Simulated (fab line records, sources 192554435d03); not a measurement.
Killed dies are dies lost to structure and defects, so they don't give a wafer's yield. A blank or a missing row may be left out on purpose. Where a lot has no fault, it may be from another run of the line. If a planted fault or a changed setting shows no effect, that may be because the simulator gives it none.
Matching of chambers | flow n5-finfet | 3 sister chambers for N5_BEOL_M2_PRE_CLEAN_60 on cvd-co-01
The step time 15 s. 3 wafers are shown with their chamber, then 12 later ones without.

## WAFERS WITH THEIR CHAMBER
wafer  | chamber | heater-power-w (W)
L091.4 | 1       | 80
L092.2 | 2       | 83
L092.5 | 0       | 100

## WAFERS MISSING THEIR CHAMBER
wafer  | heater-power-w (W)
L095.1 | 100
L095.2 | 87
L095.3 | 85
L095.4 | 85
L095.5 | 83
L095.6 | 98
L094.2 | 82
L094.4 | 85
L094.5 | 100
L097.3 | 97
L097.4 | 84
L097.5 | 95

## WHICH CHAMBER EACH WENT THROUGH
wafer  | from the rows above     | in truth
L095.1 | 0                       | 0
L095.2 | can't be placed: 2 or 1 | 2
L095.3 | can't be placed: 2 or 1 | 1
L095.4 | can't be placed: 2 or 1 | 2
L095.5 | can't be placed: 2 or 1 | 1
L095.6 | 0                       | 0
L094.2 | can't be placed: 2 or 1 | 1
L094.4 | can't be placed: 2 or 1 | 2
L094.5 | 0                       | 0
L097.3 | 0                       | 0
L097.4 | can't be placed: 2 or 1 | 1
L097.5 | 0                       | 0
5 of 12 placed correctly. These rows do not allow placing 7 (true chamber among the candidates in 7). Wrongly placed: 0.
How it was worked out, from the rows above alone: a wafer's distance from a chamber is the root of the sum, over the readings, of the square of ((its reading less the chamber's mean) divided by the reading's scatter). The wafer belongs to the nearest chamber; if the next one is less than 2 further off, it can't be placed. Each chamber's mean is taken over the wafers shown for it. The scatter (one wafer shown for each chamber): square how far every hidden wafer sits from the nearest shown wafer, average those squares and take the square root.
